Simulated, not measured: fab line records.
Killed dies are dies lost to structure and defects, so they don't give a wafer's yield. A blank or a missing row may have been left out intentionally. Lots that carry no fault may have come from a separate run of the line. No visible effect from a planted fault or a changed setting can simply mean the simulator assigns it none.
fab line records	flow nand-harc
record: lots: 6	wafers: 18	last-day: 24
route steps=1159 shown A_WL_FILL@816 A_CONTACT@840 END@1159
lots with no fault: from the same line, run without faults
start-h: hours from the record's first day to the start of the lot's first wafer shown	wait-h: hours since the lot's step before	" same as the row above	L1.1+2: a row that stands for several wafers	- value missing, or start not given	* or withheld: withheld	< > ~ a bound
route shown NAME@n: a module of which the file shows steps, and the number in the route of the first	usual: mean/standard deviation of fault-free wafers	same: alike in all rows	chamber/n: place in a boat	sites: readings site by site	_std_site: the standard deviation of these	_edge_site: mean of outer sites minus mean of inner sites	radius-mm: how far each site lies from the wafer's centre	mask NAME#n: copy n	behind: the last tool/chamber to shape the wafer	hold: reason for holding the lot/hours on hold/outcome of the hold	device: the n, p or np transistor that did not switch	end of line: the tests these same wafers got at the end of their route	step lacking rows: just its recipe	killed: not the wafer's yield, but the dies lost to structure and defects at the first sort	map: the dies of a wafer, with x for killed, . for not killed, _ for no die there
set.NAME: the setting that was run; set.NAME@STEP: the one run at that earlier step	model.NAME: the simulator's own value behind a step, which no gauge read
lots at selected steps of the route; one table per step, one row per wafer
services: when a tool's chamber went out of use (start-h, in hours from the record's first day, below 0 if earlier), for how many hours, and the reason
== steps ==
step: NHARC_A_WL_FILL_STRIP_27
recipe: power-w: 1500	temp-c: 250	time-s: 20	chemistry: N2/H2
step: NHARC_A_WL_FILL_STRIP_28
recipe: time-s: 1200	temp-c: 72.5	chemistry: post-etch-residue-remover
step: NHARC_A_WL_FILL_PRECLEAN_06
recipe: time-s: 300	chemistry: DIW
step: NHARC_A_WL_FILL_SRD_07
step: NHARC_A_WL_FILL_ANNEAL_08
recipe: temp-c: 450	time-s: 1800
step: NHARC_A_WL_FILL_ALD_10
recipe: target-thk-a: 500	pulse-time-s: 10	ald-cycles: 500	temp-c: 300	material: SiO2
step: NHARC_A_WL_FILL_ETCHBACK_16
recipe: target-depth-a: 880	time-s: 17.6	c4f8-flow-sccm: withheld	o2-flow-sccm: 8	ar-flow-sccm: withheld	rf-w: 600	bias-w: 800	chemistry: C4F8/O2/Ar
usual: oes-product-au: 0.992/0.028	rf-vpp-V: 725.4/2.8
lot.wafer	tool	chamber	start-h	wait-h	oes-product-au	rf-hours-counter-h	rf-vpp-V
L599.2	rie-diel-13	2	-	-	1.009	1.7	725.8
L599.4	"	3	"	"	1.019	1.7	728.1
L599.3	"	0	"	"	0.997	1.6	728.3
L605.4	rie-diel-13	2	-	-	1.001	3.0	724.9
L605.3	"	3	"	"	0.998	2.9	728.9
L605.1	"	0	"	"	0.984	2.9	728.2
L604.4	rie-diel-09	0	-	-	0.987	5.2	719.1
L604.5	"	1	"	"	0.996	-	723.6
L604.6	"	2	"	"	0.996	-	724.8
L607.4	rie-diel-09	1	-	-	1.014	5.0	724.3
L607.2	"	2	"	"	1.014	5.2	724.2
L607.6	"	0	"	"	1.011	-	719.8
L615.3	rie-diel-12	2	-	-	1.008	3.6	724.1
L615.1	"	3	"	"	1.015	3.2	727.1
L615.5	"	2	"	"	1.009	-	725.6
L620.4	rie-diel-13	3	-	-	1.019	0.1	727.1
L620.1	"	0	"	"	1.003	0.2	729.1
L620.5	"	2	"	"	1.013	-	726.7
step: NHARC_A_WL_FILL_STRIP_29
recipe: time-s: 20	o2-flow-sccm: 500	ar-flow-sccm: 0	bias-w: 0	chemistry: O2
usual: drypump-motor-current-A: 5.5/0.48	oes-product-au: 1.005/0.013	rf-vpp-V: 58.0/0.91	showerhead-plenum-p-Torr: 3.61/0.092	throttle-valve-pct: 17.035/0.0077
lot.wafer	tool	chamber	start-h	wait-h	drypump-motor-current-A	oes-product-au	rf-hours-counter-h	rf-vpp-V	showerhead-plenum-p-Torr	throttle-valve-pct
L599.3	rie-diel-13	3	347.75	0.1	5.9	1.019	1.7	58.8	3.68	17.037
L599.4	"	0	"	"	4.7	1.007	1.6	58.9	3.74	17.036
L599.2	"	1	"	"	5.5	0.998	1.5	59.1	3.68	17.041
L605.3	rie-diel-13	1	388.48	0.1	5.5	1.000	2.8	57.8	3.68	17.036
L605.1	"	2	"	"	5.6	1.018	3.0	58.5	3.62	17.035
L605.4	"	0	"	"	4.7	0.996	2.9	57.6	3.74	17.044
L604.4	rie-diel-09	2	388.53	0.1	6.2	1.002	5.0	57.0	3.59	17.030
L604.5	"	1	"	"	6.1	1.017	-	57.5	3.57	17.028
L604.6	"	2	"	"	6.2	1.012	-	58.8	3.59	17.042
L607.4	rie-diel-09	2	393.76	0.1	6.2	1.012	5.2	59.0	3.59	17.045
L607.2	"	0	"	"	6.2	1.006	5.5	58.7	3.40	17.044
L607.6	"	2	"	"	6.2	1.012	-	58.0	3.59	17.031
L615.3	rie-diel-12	2	453.13	0.1	5.9	1.001	3.6	58.0	3.58	17.031
L615.1	"	0	"	"	5.0	1.001	3.1	57.3	3.44	17.054
L615.5	"	2	"	"	5.9	1.011	-	59.6	3.58	17.046
L620.1	rie-diel-13	0	475.79	0.1	4.7	0.995	0.2	59.3	3.74	17.039
L620.4	"	1	"	"	5.5	1.015	0.2	57.8	3.68	17.036
L620.5	"	3	"	"	5.9	1.021	-	59.0	3.67	17.028
step: NHARC_A_WL_FILL_ETCHBACK_17
recipe: target-depth-a: 40	time-s: 26.7	chemistry: Cl2/BCl3
step: NHARC_A_WL_FILL_PRECLEAN_18
recipe: time-s: 30	chemistry: dHF
step: NHARC_A_WL_FILL_SRD_21
step: NHARC_A_WL_FILL_CVD_23
recipe: target-thk-a: 400	temp-c: 620	pressure-mtorr: 200	time-s: 800	material: poly-Si
lot.wafer	tool	chamber	start-h	wait-h
L599.2+3+4	lpcvd-poly-04	0	350.29	2.3
L604.4+5+6	lpcvd-poly-04	0	391.03	2.2
L605.1+3+4	lpcvd-poly-04	0	391.03	2.2
L607.2+4+6	lpcvd-poly-03	0	396.48	2.4
L615.1+3+5	lpcvd-poly-02	0	454.34	0.9
L620.1+4+5	lpcvd-poly-02	0	478.69	2.6
step: NHARC_A_WL_FILL_ETCHBACK_26
recipe: target-depth-a: 520	time-s: 13.3	hbr-flow-sccm: 150	rf-w: 350	icp-w: 350	bias-w: 60	chemistry: HBr
step: NHARC_A_WL_FILL_PRECLEAN_30
recipe: time-s: 10	chemistry: dHF
step: NHARC_A_WL_FILL_SRD_14
step: NHARC_A_WL_FILL_ALD_19
recipe: target-thk-a: 20	pulse-time-s: 3	ald-cycles: 100	temp-c: 450	material: TiN
step: NHARC_A_WL_FILL_CVD_20
recipe: target-thk-a: 750	temp-c: 300	pressure-torr: 40	wf6-flow-sccm: 40	h2-flow-sccm: 1600	ar-flow-sccm: 1560	time-s: 5064	material: W
step: NHARC_A_WL_FILL_CMP_12
recipe: t-overpolish-s: 30	target-thk-nm: 75
usual: motor-current-A: 12.1/1.3	overpolish-run-s: 30.000/0.0081	slurry-filter-dp-kPa: 13.52/0.14	time-to-endpoint-s: 14.4/2.3
same: t-overpolish-s: 30
lot.wafer	tool	chamber	start-h	wait-h	motor-current-A	overpolish-run-s	slurry-filter-dp-kPa	time-to-endpoint-s
L599.3	cmp-02	0	362.64	2.9	10.2	29.986	13.59	12.5
L599.2	"	2	"	"	11.3	29.992	13.45	18.2
L599.4	"	3	"	"	12.5	29.997	13.64	18.8
L605.4	cmp-01	3	401.48	2.9	13.1	29.998	13.69	14.3
L605.1	"	0	"	"	11.1	30.006	13.31	11.4
L605.3	"	1	"	"	14.1	29.997	13.47	12.8
L604.4	cmp-02	2	402.11	2.2	12.5	30.006	13.37	16.5
L604.6	"	0	"	"	9.8	30.005	13.58	14.1
L604.5	"	1	"	"	13.5	30.007	13.50	12.5
L607.2	cmp-04	1	406.82	3.6	13.1	29.987	13.52	14.2
L607.4	"	3	"	"	13.1	29.990	13.59	16.2
L607.6	"	1	"	"	12.9	29.998	13.45	12.8
L615.1	cmp-02	1	469.06	3.6	13.5	29.993	13.55	13.9
L615.3	"	3	"	"	12.1	29.998	13.57	17.2
L615.5	"	1	"	"	13.0	29.998	13.47	13.0
L620.1	cmp-01	2	488.49	3.6	9.6	29.995	13.47	16.9
L620.4	"	3	"	"	12.8	30.004	13.55	20.0
L620.5	"	2	"	"	9.9	30.006	13.60	18.5
step: NHARC_A_WL_FILL_SRD_31
step: NHARC_A_CONTACT_DEP_24
recipe: target-thk-a: 5000	temp-c: 400	pressure-torr: 6.5	rf-w: 900	teos-flow-sccm: 161.4	flow-sccm: 2650	target-thk-nm: 500	gas: O2	material: SiO2
usual: heater-power-w: 581/110	showerhead-vpp-V: 1892/110	throttle-valve-pct: 16.0/0.47
lot.wafer	tool	chamber	start-h	wait-h	heater-power-w	showerhead-vpp-V	throttle-valve-pct
L599.2	pecvd-02	2	363.19	0.1	534	1894	16.5
L599.3	"	1	"	"	641	1928	15.6
L599.4	"	2	"	"	540	1840	16.7
L605.1	pecvd-02	1	402.03	0.1	528	1935	15.7
L605.3	"	2	"	"	523	1833	16.7
L605.4	"	1	"	"	565	1929	15.7
L604.5	pecvd-02	1	403.26	0.7	551	1936	15.6
L604.6	"	2	"	"	526	1892	16.7
L604.4	"	0	"	"	352	1902	16.2
L607.2	pecvd-03	2	407.46	0.1	529	2145	15.4
L607.6	"	1	"	"	651	1735	15.3
L607.4	"	2	"	"	552	2138	15.6
L615.3	pecvd-01	0	469.59	0.1	803	1964	15.5
L615.1	"	2	"	"	679	1890	16.6
L615.5	"	2	"	"	704	1844	16.4
L620.1	pecvd-03	2	489.17	0.2	446	2124	15.3
L620.4	"	0	"	"	619	1804	15.8
L620.5	"	2	"	"	481	2081	15.1
step: NHARC_A_CONTACT_DEP_28
recipe: target-thk-a: 36000	temp-c: 400	material: aC
step: NHARC_A_CONTACT_DEP_29
recipe: target-thk-a: 700	target-thk-nm: 70	temp-c: 400	pressure-torr: 3.5	flow-sccm: 200	rf-w: 350	material: SiON
step: NHARC_A_CONTACT_DEHYDRATE_32
recipe: temp-c: 150	time-s: 120
step: NHARC_A_CONTACT_HMDS_33
recipe: time-s: 30
step: NHARC_A_CONTACT_COAT_34
recipe: temp-c: 260	time-s: 75
step: NHARC_A_CONTACT_COAT_35
recipe: temp-c: 225	time-s: 65
step: NHARC_A_CONTACT_COAT_36
recipe: spin-rpm: 1500	resist-thk-nm: 90
step: NHARC_A_CONTACT_SOFTBAKE_37
recipe: temp-c: 105	time-s: 55
step: NHARC_A_CONTACT_EBR_38
step: NHARC_A_CONTACT_EXPOSE_39
recipe: na: 1.35	sigma-outer: 0.8	dose-mj: 58.79	mask-id: A_CC_3
step: NHARC_A_CONTACT_PEB_40
recipe: peb-temp-c: 100	peb-time-s: 65
step: NHARC_A_CONTACT_DEVELOP_41
recipe: develop-time-s: 35	dev-temp-c: 23
step: NHARC_A_CONTACT_CD_MEAS_42
recipe: target-cd-nm: 200	landing-energy-ev: 500
usual: cd-nm: 200.1/0.54
lot.wafer	tool	chamber	start-h	wait-h	cd-nm
L599.2	cd-sem-01	0	366.87	-	200.6
L599.3	"	0	"	"	200.0
L599.4	"	0	"	"	200.3
L605.1	cd-sem-01	0	405.77	-	200.6
L605.3	"	0	"	"	200.1
L605.4	"	0	"	"	200.0
L604.4	cd-sem-03	0	407.36	-	200.0
L604.5	"	0	"	"	200.1
L604.6	"	0	"	"	200.1
L607.2	cd-sem-01	0	413.39	-	200.9
L607.4	"	0	"	"	200.9
L607.6	"	0	"	"	200.6
L615.1	cd-sem-02	0	474.06	-	200.2
L615.3	"	0	"	"	200.8
L615.5	"	0	"	"	199.9
L620.1	cd-sem-01	0	496.93	-	200.6
L620.4	"	0	"	"	199.6
L620.5	"	0	"	"	199.3
step: NHARC_A_CONTACT_OVL_MEAS_43
usual: overlay-x-nm: -0.1/0.67	overlay-y-nm: -0.2/1.1
lot.wafer	tool	chamber	start-h	wait-h	overlay-x-nm	overlay-y-nm
L599.2	overlay-02	-	366.96	-	-1.2	-1.5
L599.3	"	-	"	"	-0.5	-2.4
L599.4	"	-	"	"	-0.4	-2.3
L605.1	overlay-01	-	405.86	-	0.5	0.2
L605.3	"	-	"	"	0.8	-0.4
L605.4	"	-	"	"	0.9	0.0
L604.4	overlay-02	-	407.44	-	-0.6	0.2
L604.5	"	-	"	"	-0.4	0.6
L604.6	"	-	"	"	-0.8	0.9
L607.2	overlay-02	-	413.48	-	-1.1	-0.3
L607.4	"	-	"	"	-0.7	0.0
L607.6	"	-	"	"	-0.7	-0.2
L615.1	overlay-01	-	474.14	-	-0.9	-0.3
L615.3	"	-	"	"	-0.1	0.7
L615.5	"	-	"	"	-0.8	0.3
L620.1	overlay-01	-	497.02	-	-0.8	-0.2
L620.4	"	-	"	"	-0.4	-0.1
L620.5	"	-	"	"	-0.7	0.2
step: NHARC_A_CONTACT_DESCUM_47
recipe: time-s: 3	o2-flow-sccm: 200	ar-flow-sccm: 0	bias-power-w: 0	chemistry: O2
usual: drypump-motor-current-A: 5.5/0.4	oes-product-au: 0.995/0.015	rf-vpp-V: 57.8/1	showerhead-plenum-p-Torr: 1.89/0.08	throttle-valve-pct: 11.311/0.0085
lot.wafer	tool	chamber	start-h	wait-h	drypump-motor-current-A	oes-product-au	rf-hours-counter-h	rf-vpp-V	showerhead-plenum-p-Torr	throttle-valve-pct
L599.4	rie-diel-03	1	367.07	0.1	5.4	0.988	24	58.1	1.96	11.309
L599.3	"	2	"	"	6.2	1.009	26	58.5	1.78	11.303
L599.2	"	3	"	"	5.8	0.972	30	57.3	1.81	11.302
L605.1	rie-diel-03	0	405.96	0.1	5.1	0.998	1	58.0	1.87	11.315
L605.3	"	1	"	"	5.4	0.982	1	57.9	1.96	11.314
L605.4	"	2	"	"	6.2	1.017	1	58.9	1.77	11.310
L604.4	rie-diel-03	0	407.55	0.1	5.1	0.997	1	57.3	1.87	11.305
L604.5	"	2	"	"	6.2	1.019	-	56.7	1.77	11.307
L604.6	"	3	"	"	5.8	0.970	-	55.9	1.81	11.320
L607.4	rie-diel-03	3	413.59	0.1	5.8	0.976	3	56.8	1.81	11.313
L607.2	"	0	"	"	5.1	1.004	3	57.4	1.87	11.293
L607.6	"	2	"	"	6.2	1.017	-	57.4	1.77	11.318
L615.3	rie-diel-03	0	474.26	0.1	5.1	0.988	15	56.7	1.86	11.318
L615.1	"	1	"	"	5.4	0.986	15	56.7	1.95	11.313
L615.5	"	3	"	"	5.8	0.970	-	57.5	1.81	11.307
L620.1	rie-diel-04	1	497.12	0.1	6.0	0.993	13	58.1	1.91	11.303
L620.4	"	2	"	"	5.4	0.986	12	57.2	1.85	11.308
L620.5	"	0	"	"	5.0	1.018	-	57.3	1.99	11.310
step: NHARC_END_SORT_01
recipe: temp-c: 25
usual: killed-at-array: 31/11	killed-at-other: 0.5/0.78	killed-at-periphery: 3.0/2	killed-dies: 34/12	killed-open: 3.2/2	killed-short: 1.9/1.6
same: gross-dies: 677
lot.wafer	tool	chamber	start-h	wait-h	killed-at-array	killed-at-other	killed-at-periphery	killed-dies	killed-open	killed-short
L599.2	prober-02	0	454.21	2.8	21	0	4	25	2	2
L599.3	prober-02	0	455.01	3.1	18	1	2	21	2	2
L599.4	prober-02	0	455.82	3.4	18	3	1	22	4	1
L605.1	prober-01	0	481.58	2.6	85	0	0	85	1	1
L605.3	prober-01	0	483.20	3.2	101	0	6	107	4	5
L605.4	prober-01	0	484.01	3.4	89	2	5	96	3	5
L604.4	prober-02	0	483.86	3.4	99	0	4	103	1	3
L604.5	prober-02	0	484.65	3.7	88	1	7	96	1	3
L604.6	prober-02	0	485.45	4.0	93	0	3	96	3	0
L607.2	prober-02	0	497.89	2.8	33	0	4	37	4	2
L607.4	prober-02	0	499.49	3.4	41	0	1	42	2	1
L607.6	prober-02	0	501.09	4.0	43	1	1	45	3	1
killed by level:class
L599.2 A_SLIT:chamber-film-flake=14 P_ZERO_WELL:chamber-film-flake=2 A_CHANNEL_HOLE_D1:chamber-film-flake=2 A_STAIRCASE:chamber-film-flake=2 P_STI:geometric-particle:short=1 A_ONON_D1:geometric-particle:short=1 A_CHANNEL_FILL_D1:geometric-particle:open=1 A_BLC:geometric-particle:open=1
L599.3 A_SLIT:chamber-film-flake=9 A_CONTACT:chamber-film-flake=2 A_CHANNEL_HOLE_D1:geometric-particle:short=1 A_CHANNEL_HOLE_D1:geometric-particle:open=1 A_WL_FILL:geometric-particle:short=1 A_M1:geometric-particle:open=1 P_ZERO_WELL:chamber-film-flake=1 P_STI:chamber-film-flake=1
L599.4 A_SLIT:chamber-film-flake=8 A_CONTACT:geometric-particle:open=3 THIN_TSV:chamber-film-flake=3 A_STAIRCASE:chamber-film-flake=2 A_ONON_D1:geometric-particle:short=1 A_CHANNEL_FILL_D1:geometric-particle:open=1 P_ZERO_WELL:chamber-film-flake=1 A_ZERO_WELL:chamber-film-flake=1
L605.1 A_WL_FILL:unspecified=66 A_CHANNEL_HOLE_D1:chamber-film-flake=8 A_BLC:chamber-film-flake=5 A_CONTACT:chamber-film-flake=2 A_CHANNEL_FILL_D1:geometric-particle:short=1 A_M0:geometric-particle:open=1 A_STAIRCASE:chamber-film-flake=1 A_SLIT:chamber-film-flake=1
L605.3 A_WL_FILL:unspecified=70 A_CHANNEL_HOLE_D1:chamber-film-flake=15 A_STAIRCASE:chamber-film-flake=4 A_CONTACT:chamber-film-flake=4 P_M0:geometric-particle:short=3 A_BLC:chamber-film-flake=3 P_CONTACT:geometric-particle:open=1 P_M0:geometric-particle:open=1
L604.4 A_WL_FILL:unspecified=68 A_SLIT:chamber-film-flake=14 A_STAIRCASE:chamber-film-flake=6 A_CHANNEL_HOLE_D1:chamber-film-flake=4 P_ZERO_WELL:chamber-film-flake=3 A_CHANNEL_HOLE_D1:geometric-particle:short=1 A_SGD_CUT:geometric-particle:short=1 A_CONTACT:geometric-particle:open=1
L605.4 A_WL_FILL:unspecified=65 A_CHANNEL_HOLE_D1:chamber-film-flake=10 A_BLC:chamber-film-flake=5 A_STAIRCASE:chamber-film-flake=2 A_CONTACT:chamber-film-flake=2 THIN_TSV:chamber-film-flake=2 P_GATE:geometric-particle:open=1 P_CONTACT:geometric-particle:open=1
L604.5 A_WL_FILL:unspecified=71 A_CHANNEL_HOLE_D1:chamber-film-flake=6 A_SLIT:chamber-film-flake=4 P_GATE:chamber-film-flake=3 P_ZERO_WELL:chamber-film-flake=3 P_CONTACT:geometric-particle:short=1 A_CHANNEL_HOLE_D1:geometric-particle:short=1 A_CHANNEL_FILL_D1:geometric-particle:short=1
L604.6 A_WL_FILL:unspecified=74 A_SLIT:chamber-film-flake=16 A_STAIRCASE:chamber-film-flake=2 P_GATE:geometric-particle:open=1 P_M0:geometric-particle:open=1 A_CONTACT:geometric-particle:open=1 P_GATE:chamber-film-flake=1
L607.2 A_SLIT:chamber-film-flake=12 A_CHANNEL_HOLE_D1:chamber-film-flake=9 A_STAIRCASE:chamber-film-flake=4 P_ZERO_WELL:chamber-film-flake=3 A_CONTACT:chamber-film-flake=3 P_CONTACT:geometric-particle:short=1 A_SOURCE_PLATE:geometric-particle:open=1 A_ONON_D1:geometric-particle:open=1
L607.4 A_CHANNEL_HOLE_D1:chamber-film-flake=15 A_SLIT:chamber-film-flake=15 A_STAIRCASE:chamber-film-flake=4 A_CONTACT:chamber-film-flake=4 A_CHANNEL_FILL_D1:geometric-particle:short=1 A_CONTACT:geometric-particle:open=1 A_M0:geometric-particle:open=1 P_GATE:chamber-film-flake=1
L607.6 A_CHANNEL_HOLE_D1:chamber-film-flake=18 A_SLIT:chamber-film-flake=14 A_STAIRCASE:chamber-film-flake=8 A_M0:geometric-particle:open=2 P_GATE:geometric-particle:short=1 STARTING-WAFER:geometric-particle:open=1 A_CONTACT:chamber-film-flake=1
map L604.4 (x killed, . not)
____________.____________
_________......._________
_______..........._______
______.............______
_____x.............._____
____x................____
____.................____
___.x.................___
___.x.................___
__.....................__
__...x.................__
_x.................x...._
_............x.........._
_......x...........x...._
_.x..............x.xx..._
_................xxxx..._
.................x.xx....
.................x...x...
.................xx...x..
.................x..x....
................x......x.
_................xx.xxx._
_..x.............xxxxxxx_
_x...............xxxxxx._
_.....x..........xxxxxxx_
_x...............xxxxxxx_
__.......x......xxxxxxx__
__...............xxxxxx__
___........x....xxxxxx___
___.............xxxxxx___
____............xxxxx____
____..............xxx____
_____.............xx_____
______.............______
_______..........._______
_________......._________
____________.____________
map L605.3 (x killed, . not)
____________.____________
_________......._________
_______..........._______
______......x......______
_____..............._____
____.................____
____.................____
___...................___
___........xx.........___
__.......x..x.......x..__
__......x..x.x..x......__
_......x...x..........x._
_.......x.x............._
_.x.......xx............_
_.........xx............_
_.......x.......x......._
.....................x...
.........xx..............
.........................
......x..................
..................xx..x..
_................x.xxxx._
_x.....x..........xxxxx._
_................xxxxxxx_
_.................xxxxxx_
_.....x.x........xxxxxxx_
__...........x.xxxxxxxx__
__....x........xxxxxxxx__
___.............xxxxxx___
___............xxxxxxx___
____.............xxxx____
____.............xxxx____
_____.............xx_____
______..........x..______
_______.x........._______
_________.x....._________
____________.____________
== services ==
tool	chamber	start-h	hours	kind
cmp-02	-	324.62	4.0	pm
pecvd-02	-	334.55	13.0	pm
rie-diel-03	-	360.97	0.3	repair
rie-diel-09	1	361.89	3.0	repair
cmp-02	-	363.93	2.3	repair
cmp-01	-	375.52	4.0	pm
pecvd-02	2	377.62	12.5	repair
rie-diel-12	-	379.68	9.0	pm
rie-diel-03	-	392.33	9.0	pm
pecvd-01	-	393.52	1.6	repair
cmp-04	-	400.15	4.0	pm
rie-diel-13	2	418.83	4.8	repair
cmp-02	-	422.62	4.0	pm
rie-diel-09	-	431.10	9.0	pm
cmp-01	-	437.60	5.6	repair
cmp-02	-	451.94	3.0	repair
rie-diel-13	-	453.00	9.0	pm
rie-diel-13	3	463.98	11.2	repair
rie-diel-09	-	472.30	2.0	repair
cmp-01	-	473.52	4.0	pm
pecvd-03	-	473.61	13.0	pm
cmp-01	-	481.02	2.6	repair
rie-diel-03	3	487.55	4.3	repair
lpcvd-poly-02	-	494.00	26.0	pm
== key ==
first-sign: step: NHARC_END_SORT_01	reading: killed-at-array	direction: up	sigmas: 5.6	usual: 31	struck: 92
effect: step: NHARC_END_SORT_01	reading: killed-dies	direction: up	sigmas: 5.5	usual: 34	struck: 97
more-kills-born-at: NHARC_A_WL_FILL_CVD_23@lpcvd-poly-04: 414
met-at NHARC_A_WL_FILL_CVD_23
struck-wafers L604.4,L604.5,L604.6,L605.1,L605.3,L605.4
tester-left-out L604,L605
onset-between 350.29 391.03
also-fits NHARC_A_CONTACT_DEP_24:pecvd-02
fault: kind: chamber-particle-source	tool: lpcvd-poly-04	chamber: -	onset-h: 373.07	steps: NHARC_A_WL_FILL_CVD_23	rate-per-visit-cm2: 1.3518	end-h: 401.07
tester-left-out: of these lots the tester's yield and bins aren't shown, on N5 and GAA mostly nor the transistor test; their killed dies are dies lost to structure and defects alone, not to doping, threshold or leakage, so they don't give the yield
